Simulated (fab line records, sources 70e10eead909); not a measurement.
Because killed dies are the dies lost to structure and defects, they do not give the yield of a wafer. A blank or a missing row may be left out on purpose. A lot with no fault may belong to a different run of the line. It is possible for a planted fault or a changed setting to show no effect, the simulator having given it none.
The tool behind it: which one? + flow nand-harc + Sampling: 13 lots, 38 wafers, 5 of 1302 route steps

== WHAT THE GAUGES READ, wafer by wafer ==
NHARC_THIN_TSV_CD_MEAS_12: the cd target is 1000 nm.
| lot  | measured     | on        | cd-nm (nm)           |
|------|--------------|-----------|----------------------|
| L661 | day 25 02:20 | cd-sem-03 | 997.7 997.0 996.8    |
| L662 | day 25 03:33 | cd-sem-03 | 997.2 997.5 997.6    |
| L664 | day 25 04:45 | cd-sem-01 | 1000.7 1002.2 1001.3 |
| L666 | day 26 00:25 | cd-sem-01 | 998.3                |
| L667 | day 26 18:22 | cd-sem-02 | 995.1 996.7          |
| L675 | day 30 18:14 | cd-sem-03 | 998.8 999.2 1000.2   |
| L676 | day 30 11:17 | cd-sem-03 | 998.5 999.2 999.6    |
| L678 | day 30 15:45 | cd-sem-03 | 999.7 1001.3 1000.5  |
| L679 | day 32 02:33 | cd-sem-03 | 997.8 998.5 999.4    |
| L680 | day 31 16:28 | cd-sem-02 | 998.0 1000.5 998.0   |
| L682 | day 33 14:37 | cd-sem-01 | 1001.1 1001.8 1000.0 |
| L683 | day 33 18:59 | cd-sem-03 | 998.3 1000.3 1000.6  |
| L684 | day 33 13:20 | cd-sem-02 | 999.2 999.4 999.5    |

NHARC_END_SORT_01.
| lot  | measured     | on        | defect-limited-yield (%) | killed-at-array | killed-at-other | killed-at-periphery | killed-dies | killed-open | killed-short |
|------|--------------|-----------|--------------------------|-----------------|-----------------|---------------------|-------------|-------------|--------------|
| L667 | day 27 10:08 | prober-02 | 94.8 0 94.4              | 34 43 36        | 1 2 1           | 0 632 1             | 35 677 38   | 4 5 5       | 3 7 2        |
| L675 | day 31 12:00 | prober-01 | 91.4 94.1 93.5           | 54 37 42        | 0 1 0           | 4 2 2               | 58 40 44    | 2 0 4       | 1 1 3        |

== WHAT TOOL EACH LOT RAN ON (gives the tool, then ch and the chambers of the sampled wafers, and finally the start) ==
| lot  | NHARC_P_M2_DEP_00               | NHARC_THIN_TSV_DESCUM_35           | NHARC_THIN_TSV_ETCH_36            |
|------|---------------------------------|------------------------------------|-----------------------------------|
| L661 | pecvd-02 ch 0,1,2, day 6 16:51  | rie-diel-02 ch 0,3, day 25 08:17   | rie-metal-01 ch 0,1, day 25 08:42 |
| L662 | pecvd-02 ch 0,2, day 7 09:03    | rie-diel-07 ch 0,3, day 25 09:42   | rie-metal-03 ch 0,1, day 25 10:06 |
| L664 | pecvd-04 ch 0,1,2, day 7 14:30  | rie-diel-11 ch 0,1,2, day 25 10:54 | rie-metal-02 ch 0,1, day 25 11:17 |
| L666 | pecvd-04 ch 0,1, day 8 10:36    | rie-diel-02 ch 3, day 26 06:28     | rie-metal-03 ch 0, day 26 06:52   |
| L667 | pecvd-04 ch 0,1, day 8 18:10    | rie-diel-11 ch 2, day 27 00:27     | rie-metal-01 ch 0, day 27 00:50   |
| L675 | pecvd-02 ch 0,1,2, day 12 11:38 | rie-diel-11 ch 0,1,2, day 31 00:19 | rie-metal-03 ch 0,1, day 31 00:42 |
| L676 | pecvd-02 ch 1,2, day 12 12:35   | rie-diel-07 ch 1,2,3, day 30 17:40 | rie-metal-01 ch 0,1, day 30 18:02 |
| L678 | pecvd-04 ch 0,2, day 13 03:20   | rie-diel-07 ch 0,1,3, day 30 22:05 | rie-metal-03 ch 0,1, day 30 22:29 |
| L679 | pecvd-04 ch 0,1,2, day 14 12:19 | rie-diel-07 ch 2,3, day 32 09:00   | rie-metal-03 ch 0,1, day 32 09:25 |
| L680 | pecvd-04 ch 0,1,2, day 14 12:53 | rie-diel-02 ch 1,2,3, day 31 22:24 | rie-metal-01 ch 0,1, day 31 22:46 |
| L682 | pecvd-02 ch 0,1,2, day 15 07:00 | rie-diel-02 ch 2,3, day 33 20:49   | rie-metal-02 ch 0,1, day 33 21:11 |
| L683 | pecvd-02 ch 0,2, day 15 16:32   | rie-diel-02 ch 0,1,3, day 34 01:01 | rie-metal-01 ch 0,1, day 34 01:23 |
| L684 | pecvd-04 ch 0,1,2, day 16 00:38 | rie-diel-07 ch 0,1,2, day 33 19:32 | rie-metal-01 ch 0,1, day 33 19:56 |
- NHARC_P_M2_DEP_00: deposits SiOC, target thk 182.5 nm.
- NHARC_THIN_TSV_DESCUM_35: chemistry O2, time 3 s.
- NHARC_THIN_TSV_ETCH_36: etches the open film in Cl2/BCl3, target depth 65 nm, time 18.571 s.

== WHAT THE TOOLS THEMSELVES READ (means of the sampled wafers that have a number; where no wafer has one, the mark that the record gives instead) ==
NHARC_P_M2_DEP_00.
| lot  | tool     | rf-fwd-power-W (W) | showerhead-vpp-V (V) |
|------|----------|--------------------|----------------------|
| L661 | pecvd-02 | 598.4              | 1583                 |
| L662 | pecvd-02 | 597.2              | 1579                 |
| L664 | pecvd-04 | 599.6              | 1588                 |
| L666 | pecvd-04 | 599.0              | 1613                 |
| L667 | pecvd-04 | 600.3              | 1576                 |
| L675 | pecvd-02 | 599.3              | 1590                 |
| L676 | pecvd-02 | 597.9              | 1611                 |
| L678 | pecvd-04 | 597.4              | 1635                 |
| L679 | pecvd-04 | 598.3              | 1574                 |
| L680 | pecvd-04 | 599.0              | 1569                 |
| L682 | pecvd-02 | 598.2              | 1584                 |
| L683 | pecvd-02 | 597.2              | 1570                 |
| L684 | pecvd-04 | 599.5              | 1569                 |

NHARC_THIN_TSV_DESCUM_35.
| lot  | tool        | drypump-motor-current-A (A) | oes-product-au (a.u.) | rf-vpp-V (V) | showerhead-plenum-p-Torr (Torr) | throttle-valve-pct (%) |
|------|-------------|-----------------------------|-----------------------|--------------|---------------------------------|------------------------|
| L661 | rie-diel-02 | 6.0                         | 0.998                 | 57.1         | 1.83                            | 11.310                 |
| L662 | rie-diel-07 | 5.4                         | 0.998                 | 57.1         | 1.86                            | 11.317                 |
| L664 | rie-diel-11 | 6.0                         | 1.003                 | 58.5         | 1.87                            | 11.306                 |
| L666 | rie-diel-02 | 6.2                         | 0.997                 | 58.5         | 1.81                            | 11.299                 |
| L667 | rie-diel-11 | 6.4                         | 0.995                 | 57.5         | 1.79                            | 11.322                 |
| L675 | rie-diel-11 | 6.0                         | 0.999                 | 57.8         | 1.87                            | 11.319                 |
| L676 | rie-diel-07 | 5.7                         | 0.994                 | 58.0         | 1.89                            | 11.312                 |
| L678 | rie-diel-07 | 5.8                         | 1.002                 | 57.8         | 1.87                            | 11.310                 |
| L679 | rie-diel-07 | 5.4                         | 0.986                 | 58.2         | 1.90                            | 11.319                 |
| L680 | rie-diel-02 | 5.8                         | 0.999                 | 57.9         | 1.87                            | 11.302                 |
| L682 | rie-diel-02 | 6.2                         | 1.006                 | 57.5         | 1.81                            | 11.311                 |
| L683 | rie-diel-02 | 5.6                         | 0.988                 | 57.1         | 1.88                            | 11.316                 |
| L684 | rie-diel-07 | 5.9                         | 1.003                 | 58.0         | 1.89                            | 11.312                 |

NHARC_THIN_TSV_ETCH_36.
| lot  | tool         | drypump-motor-current-A (A) | oes-product-au (a.u.) |
|------|--------------|-----------------------------|-----------------------|
| L661 | rie-metal-01 | 5.4                         | 1.002                 |
| L662 | rie-metal-03 | 6.0                         | 1.001                 |
| L664 | rie-metal-02 | 5.5                         | 0.995                 |
| L666 | rie-metal-03 | 6.4                         | 0.979                 |
| L667 | rie-metal-01 | 5.2                         | 1.000                 |
| L675 | rie-metal-03 | 5.9                         | 1.009                 |
| L676 | rie-metal-01 | 5.7                         | 1.015                 |
| L678 | rie-metal-03 | 6.0                         | 1.005                 |
| L679 | rie-metal-03 | 5.9                         | 1.002                 |
| L680 | rie-metal-01 | 5.7                         | 0.996                 |
| L682 | rie-metal-02 | 5.5                         | 0.993                 |
| L683 | rie-metal-01 | 5.7                         | 1.004                 |
| L684 | rie-metal-01 | 5.7                         | 1.006                 |

== THE ANSWER, worked out from the rows above alone ==
Rule: the lots themselves supply what counts as usual. The widest of any qualifying gaps counts: lots, ordered by their means at a reading, are off when they make up no more than a third of the lots, leave a main group of 4 or more, and stand apart from it by 3 or more times the standard deviation of that group's means. If all means in a main group match to the digits the tables above print for the reading, that group is not used. A lot without any number at a reading at which 4 lots or more have one is off too. Where the step has rows for the other lots, those lots are counted as sound. First the gauges in route order, then the tools' own readings, where a lot's mean is used as printed above. The first step at which some lot is off is used, and at that step the reading that is off furthest; a lot without a number counts as furthest.
Nothing can be told from this: no lot is off at any reading shown.

== WHAT THE SIMULATOR PUT IN ==
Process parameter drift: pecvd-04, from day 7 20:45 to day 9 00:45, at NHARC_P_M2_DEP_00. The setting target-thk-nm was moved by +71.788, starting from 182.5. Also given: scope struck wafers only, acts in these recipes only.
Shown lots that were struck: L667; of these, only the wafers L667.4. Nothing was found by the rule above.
